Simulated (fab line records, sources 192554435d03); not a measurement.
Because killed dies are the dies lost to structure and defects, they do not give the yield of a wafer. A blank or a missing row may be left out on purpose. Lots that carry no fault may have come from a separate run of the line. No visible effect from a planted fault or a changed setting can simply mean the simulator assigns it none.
fab line records    flow n5Finfet
[record] lots = 7  wafers = 21
route steps=1938 shown PASSIVATION@1928
startH: hours from the record's opening day to when the first of the lot's shown wafers began    waitH: time in hours since the lot's previous step    " the same as in the row above    L1.1+2: several wafers, shown together as one row    - no value present, or no start provided    * or withheld: withheld    < > ~ a bound
route shown NAME@n: names a module that has steps shown in the file, with the first one's number in the route    usual: mean and standard deviation over wafers with no fault    same: alike in all rows    chamber/n: place in a boat    sites: the reading at each site    _std_site: how widely they spread, as a standard deviation    _edge_site: inner sites' mean taken away from outer sites' mean    radiusMm: how far each site lies from the wafer's centre    mask NAME#n: copy n    behind: the tool/chamber that last shaped the wafer    hold: why the lot went on hold/how many hours it stayed there/how the hold came to an end    device: which transistor (n, p or np) failed to switch    end of line: tests of these same wafers at the route's end    step lacking rows: just its recipe    killed: dies lost to structure and defects at the first sort, not the wafer's yield    map: shows each die of a wafer: x if killed, . if not, _ if none is there
set.NAME: the setting the step ran with; set.NAME@STEP: the setting that earlier step ran with    model.NAME: the simulator's own value behind a step, which no gauge read
lots whose settings were changed on purpose; a table a step, a row a wafer
[[steps]]
[step N5_PASSIVATION_DESCUM_46]
[recipe] chemistry = O2  timeS = 7.9  sourcePowerW = 50  biasPowerW = 20  pressureMtorr = 20  rfFrequencyHz = 2.712e+07  tempC = 40  o2FlowSccm = 225
lot.wafer   tool        chamber  startH  waitH  set.timeS
L079.1      rieDiel-06  2        293.26  0.1    7.9
L079.2+6    "           3,0      "       "      9.271
L081.3+5    rieDiel-01  0        310.61  0.1    7.9
L081.6      "           1        "       "      9.001
L082.1+2+3  rieDiel-06  2,3,0    310.87  0.2    7.9
L086.3+5+6  rieDiel-01  3,3,0    333.96  0.0    7.9
L088.1+2    rieDiel-01  2,3      343.03  0.1    7.9
L088.4      "           0        "       "      7.08
L093.3+4+5  rieDiel-04  0,0,1    389.34  0.1    7.9
L095.1+2    rieDiel-01  2,3      411.21  0.3    6.782
L095.4      "           1        "       "      7.9
[step N5_PASSIVATION_PASS_ETCH_47]
[recipe] chemistry = CF4/O2  target = SiNx  targetDepthA = 7700  timeS = 385  ionEnergyEv = 100  pressureMtorr = 40  sourceW = 535  biasW = 49  Ar_flow_sccm = 100  cf4FlowSccm = 100  O2_flow_sccm = 10
[step N5_PASSIVATION_ETCH_54]
[recipe] chemistry = CHF3/O2  target = SiO2  targetDepthA = 8800  CHF3_flow_sccm = 50  O2_flow_sccm = 5  Ar_flow_sccm = 200  timeS = 440  maskMaterial = PR  pressureMtorr = 30  sourceW = 650  biasW = 170  ionEnergyEv = 200
[step N5_PASSIVATION_SRD_72]
[recipe] dry = ipaMarangoni  timeS = 30  tempC = 23  rinseLiquid = diw
[step N5_PASSIVATION_ANNEAL_56]
[recipe] tempC = 400  timeS = 1800  ambient = FGA  idleTempC = 300  rampUpCPerMin = 5  rampDownCPerMin = 3
[step N5_PASSIVATION_PROBE_49]
[usual] defectLimitedYield = 91.5/1.4  killed_at_M0_to_M3 = 33/10  killed_at_M4_up = 13/5  killedAtContacts = 13/5.6  killedAtFrontEnd = 38/12  killedAtOther = 3.9/2.7  killedDies = 100/16  killedOpen = 66/13  killedShort = 32/7.2  sort_bin_4_leakage = 0/0  sort_bin_5_function = 5.0/0.97  sort_bin_6_memory = 3.2/0.61  sort_bin_8_speed = 0/0  sortNPass = 1080/16  sortYieldPct = 91.5/1.4
[same] grossDies = 1180  killedAtBackSide = 0
lot.wafer  tool       chamber  startH  waitH  set.timeS@PASSIVATION_PECVD_35  set.timeS@PASSIVATION_DESCUM_46  defectLimitedYield[%]  killed_at_M0_to_M3  killed_at_M4_up  killedAtContacts  killedAtFrontEnd  killedAtOther  killedDies  killedOpen  killedShort  sort_bin_4_leakage[%]  sort_bin_5_function[%]  sort_bin_6_memory[%]  sort_bin_8_speed[%]  sortNPass  sortYieldPct[%]
L079.1     prober-01  -        296.34  0.0    169.6                           7.9                              6.9                    38                  285              18                45                713            1099        78          31           0                      89.6                    3.2                   0                    81         6.9
L079.2     prober-01  -        296.39  0.1    151.3                           9.271                            91.8                   34                  16               22                24                1              97          75          21           0                      4.5                     3.5                   0                    1083       91.8
L079.6     prober-01  -        296.59  0.3    169.6                           9.271                            15.4                   47                  12               16                23                900            998         57          41           0                      81.8                    2.3                   0.08                 182        15.4
L081.3     prober-01  -        314.14  0.5    151.3                           7.9                              51.4                   16                  12               1                 541               3              573         28          22           0                      24.5                    13.0                  0                    607        51.4
L081.5     prober-01  -        314.24  0.6    151.3                           7.9                              94.0                   18                  11               9                 30                3              71          45          24           0                      3.1                     2.8                   0                    1109       94.0
L081.6     prober-01  -        314.29  0.7    151.3                           9.001                            86.6                   13                  18               6                 120               1              158         39          17           0                      2.3                     2.5                   0.08                 1022       86.6
L082.1     prober-01  -        314.34  0.3    164.4                           7.9                              51.6                   29                  21               14                144               363            571         54          38           0                      40.7                    6.5                   0                    609        51.6
L082.2     prober-01  -        314.39  0.4    151.3                           7.9                              90.3                   30                  19               16                44                5              114         62          37           0                      4.6                     3.8                   0                    1066       90.3
L082.3     prober-01  -        314.44  0.4    164.4                           7.9                              39.9                   37                  17               13                293               349            709         76          23           0.08                   53.0                    6.8                   0                    471        39.9
L086.3     prober-01  -        337.11  0.1    151.3                           7.9                              90.6                   53                  3                10                41                4              111         71          38           0                      5.9                     3.2                   0                    1069       90.6
L086.5     prober-01  -        337.21  0.2    151.3                           7.9                              90.3                   43                  14               20                32                5              114         74          39           0                      5.2                     3.8                   0                    1066       90.3
L086.6     prober-01  -        337.26  0.3    151.3                           7.9                              91.7                   43                  4                15                34                2              98          68          30           0                      4.2                     3.8                   0                    1082       91.7
L088.1     prober-01  -        346.67  0.0    141.3                           7.9                              89.0                   76                  7                8                 37                2              130         60          38           0                      6.3                     4.4                   0                    1050       89.0
L088.2     prober-01  -        346.72  0.1    151.3                           7.9                              86.1                   70                  46               10                36                2              164         70          21           0                      9.5                     4.1                   0                    1016       86.1
L088.4     prober-01  -        346.82  0.2    151.3                           7.08                             88.1                   26                  65               6                 42                2              141         63          22           0                      8.2                     3.6                   0                    1039       88.1
L093.3     prober-02  -        392.48  0.1    151.3                           7.9                              89.8                   41                  20               10                46                3              120         78          39           0                      6.0                     3.8                   0                    1060       89.8
L093.4     prober-02  -        392.53  0.2    173.7                           7.9                              0.7                    55                  18               25                29                1045           1172        77          37           0                      94.2                    4.2                   0                    8          0.7
L093.5     prober-02  -        392.58  0.2    151.3                           7.9                              20.2                   871                 16               16                34                5              942         68          35           0                      76.4                    3.2                   0                    238        20.2
L095.1     prober-02  -        414.29  0.0    151.3                           6.782                            91.6                   20                  19               9                 49                2              99          70          29           0                      4.9                     3.1                   0                    1081       91.6
L095.2     prober-02  -        414.34  0.1    151.3                           6.782                            92.8                   15                  12               15                40                3              85          50          35           0                      5.1                     2.1                   0                    1095       92.8
L095.4     prober-02  -        414.44  0.2    133.5                           7.9                              16.2                   919                 20               12                35                3              989         57          25           0                      81.0                    2.5                   0                    191        16.2
// killed by level:class
L079.1 PASSIVATION:areaPecvd=713 BEOL_M10:areaPeb=273 MOL_CONTACT_COAG:geometricParticle:open=16 STI_FIN_REVEAL:geometricParticle:open=12 BEOL_M0_SAQP:geometricParticle:short=12 BEOL_M0_SAQP:geometricParticle:open=10 FIN_SAQP:geometricParticle:open=7 BEOL_M3:geometricParticle:open=5
L079.2 MOL_CONTACT_COAG:geometricParticle:open=18 STI_FIN_REVEAL:geometricParticle:open=9 BEOL_M0_SAQP:geometricParticle:open=9 BEOL_M7:geometricParticle:open=9 BEOL_M0:geometricParticle:short=6 BEOL_M3:geometricParticle:open=5 STARTING-WAFER:geometricParticle:open=5 MOL_CONTACT_COAG:geometricParticle:short=4
L079.6 PASSIVATION:areaPecvd=897 BEOL_M0_SAQP:geometricParticle:short=16 MOL_CONTACT_COAG:geometricParticle:open=12 BEOL_M0_SAQP:geometricParticle:open=11 BEOL_M2:geometricParticle:open=10 FIN_SAQP:geometricParticle:open=4 MOL_CONTACT_COAG:geometricParticle:short=4 BEOL_M0:geometricParticle:open=4
L081.3 GATE_CUT:areaExpose=420 SDB:areaExpose=99 BEOL_M4:geometricParticle:open=4 BEOL_M0_SAQP:geometricParticle:open=3 BEOL_M1:geometricParticle:open=3 BEOL_M3:geometricParticle:short=3 BEOL_M4:geometricParticle:short=3 STARTING-WAFER:geometricParticle:short=3
L081.5 STI_FIN_REVEAL:geometricParticle:open=8 MOL_CONTACT_COAG:geometricParticle:open=5 BEOL_M0_SAQP:geometricParticle:open=5 FIN_SAQP:geometricParticle:open=4 MOL_CONTACT_COAG:geometricParticle:short=4 BEOL_M3:geometricParticle:open=4 STARTING-WAFER:geometricParticle:open=4 FIN_SAQP:geometricParticle:short=3
L081.6 SDB:areaExpose=97 MOL_CONTACT_COAG:geometricParticle:open=5 BEOL_M1:geometricParticle:open=5 STI_FIN_REVEAL:geometricParticle:open=4 BEOL_M4:geometricParticle:open=4 BEOL_M0_SAQP:geometricParticle:open=3 DUMMY_GATE:geometricParticle:short=2 DUMMY_GATE:geometricParticle:open=2
L082.1 PASSIVATION:areaPecvd=357 GATE_CUT:areaExpose=111 MOL_CONTACT_COAG:geometricParticle:open=12 BEOL_M1:geometricParticle:short=12 STI_FIN_REVEAL:geometricParticle:open=9 FIN_SAQP:geometricParticle:short=8 BEOL_M10:areaPeb=7 BEOL_M8:geometricParticle:open=5
L082.2 STI_FIN_REVEAL:geometricParticle:open=15 MOL_CONTACT_COAG:geometricParticle:open=12 FIN_SAQP:geometricParticle:open=11 BEOL_M0_SAQP:geometricParticle:short=10 BEOL_M10:areaPeb=10 FIN_SAQP:geometricParticle:short=8 BEOL_M0_SAQP:geometricParticle:open=6 STI_FIN_REVEAL:geometricParticle:short=4
L082.3 PASSIVATION:areaPecvd=348 SDB:areaExpose=147 GATE_CUT:areaExpose=110 STI_FIN_REVEAL:geometricParticle:open=17 BEOL_M2:geometricParticle:open=13 MOL_CONTACT_COAG:geometricParticle:open=9 BEOL_M8:geometricParticle:open=7 BEOL_M0_SAQP:geometricParticle:open=7
L086.3 BEOL_M2:geometricParticle:open=11 BEOL_M1:geometricParticle:open=11 BEOL_M0_SAQP:geometricParticle:open=11 STI_FIN_REVEAL:geometricParticle:open=10 DUMMY_GATE:geometricParticle:open=8 MOL_CONTACT_COAG:geometricParticle:open=8 BEOL_M0_SAQP:geometricParticle:short=8 FIN_SAQP:geometricParticle:short=6
L086.5 MOL_CONTACT_COAG:geometricParticle:open=15 BEOL_M0_SAQP:geometricParticle:short=13 BEOL_M0_SAQP:geometricParticle:open=13 FIN_SAQP:geometricParticle:open=9 BEOL_M4:geometricParticle:open=7 FIN_SAQP:geometricParticle:short=6 STI_FIN_REVEAL:geometricParticle:open=6 BEOL_M1:geometricParticle:open=5
L086.6 FIN_SAQP:geometricParticle:open=15 MOL_CONTACT_COAG:geometricParticle:open=14 BEOL_M2:geometricParticle:open=12 BEOL_M1:geometricParticle:open=7 BEOL_M3:geometricParticle:open=7 BEOL_M0_SAQP:geometricParticle:short=6 FIN_SAQP:geometricParticle:short=5 BEOL_M0_SAQP:geometricParticle:open=5
L088.1 BEOL_M0_SAQP:areaExpose=31 BEOL_M0_SAQP:geometricParticle:short=15 STI_FIN_REVEAL:geometricParticle:open=13 BEOL_M0_SAQP:geometricParticle:open=13 GATE_CUT:geometricParticle:short=8 FIN_SAQP:geometricParticle:short=6 MOL_CONTACT_COAG:geometricParticle:open=6 BEOL_M3:geometricParticle:open=5
L088.2 BEOL_M0_SAQP:areaExpose=38 BEOL_M10:areaPeb=34 STI_FIN_REVEAL:geometricParticle:open=13 BEOL_M0_SAQP:geometricParticle:open=10 MOL_CONTACT_COAG:geometricParticle:open=9 DUMMY_GATE:geometricParticle:open=7 BEOL_M3:geometricParticle:open=7 BEOL_M0_SAQP:geometricParticle:short=6
L088.4 BEOL_M10:areaPeb=55 STI_FIN_REVEAL:geometricParticle:open=23 MOL_CONTACT_COAG:geometricParticle:open=6 BEOL_M0_SAQP:geometricParticle:short=6 BEOL_M1:geometricParticle:open=5 BEOL_M4:geometricParticle:open=4 BEOL_M0_SAQP:geometricParticle:open=4 BEOL_M3:geometricParticle:open=4
L093.3 BEOL_M1:geometricParticle:open=11 STI_FIN_REVEAL:geometricParticle:open=10 BEOL_M0_SAQP:geometricParticle:open=10 FIN_SAQP:geometricParticle:short=9 MOL_CONTACT_COAG:geometricParticle:open=9 BEOL_M4:geometricParticle:open=8 BEOL_M0_SAQP:geometricParticle:short=7 FIN_SAQP:geometricParticle:open=5
L093.4 PASSIVATION:areaPecvd=1042 MOL_CONTACT_COAG:geometricParticle:open=14 MOL_CONTACT_COAG:geometricParticle:short=11 BEOL_M2:geometricParticle:open=11 BEOL_M0_SAQP:areaExpose=11 BEOL_M1:geometricParticle:open=9 DUMMY_GATE:geometricParticle:open=8 BEOL_M0:geometricParticle:open=7
L093.5 BEOL_M0_SAQP:areaAld=838 BEOL_M4:geometricParticle:open=11 MOL_CONTACT_COAG:geometricParticle:open=10 FIN_SAQP:geometricParticle:open=9 STI_FIN_REVEAL:geometricParticle:open=9 BEOL_M0_SAQP:geometricParticle:open=7 BEOL_M1:geometricParticle:open=7 MOL_CONTACT_COAG:geometricParticle:short=6
L095.1 FIN_SAQP:geometricParticle:open=17 BEOL_M4:geometricParticle:open=12 FIN_SAQP:geometricParticle:short=8 MOL_CONTACT_COAG:geometricParticle:open=8 BEOL_M0_SAQP:geometricParticle:open=6 DUMMY_GATE:geometricParticle:short=4 GATE_CUT:geometricParticle:short=4 BEOL_M3:geometricParticle:open=4
L095.2 FIN_SAQP:geometricParticle:open=9 MOL_CONTACT_COAG:geometricParticle:open=9 GATE_CUT:geometricParticle:short=7 FIN_SAQP:geometricParticle:short=6 STI_FIN_REVEAL:geometricParticle:open=6 MOL_CONTACT_COAG:geometricParticle:short=6 BEOL_M4:geometricParticle:open=6 BEOL_M3:geometricParticle:open=5
L095.4 BEOL_M0_SAQP:areaAld=907 FIN_SAQP:geometricParticle:open=12 BEOL_M4:geometricParticle:open=9 MOL_CONTACT_COAG:geometricParticle:open=8 FIN_SAQP:geometricParticle:short=4 STI_FIN_REVEAL:geometricParticle:open=4 MOL_CONTACT_COAG:geometricParticle:short=4 STARTING-WAFER:geometricParticle:open=4
[[key]]
[split] step = N5_PASSIVATION_DESCUM_46  setting = timeS  stated = 7.9  by = wafer
[response] step = N5_PASSIVATION_PROBE_49  reading = killed_at_M4_up  shape = bent  atLowest = 16  atStated = 34  atHighest = 14
split outsideThisFile step=N5_PASSIVATION_PECVD_35 setting=timeS
// split outsideThisFile: this setting was split too, and the file shows its column; the key of that split is in another file
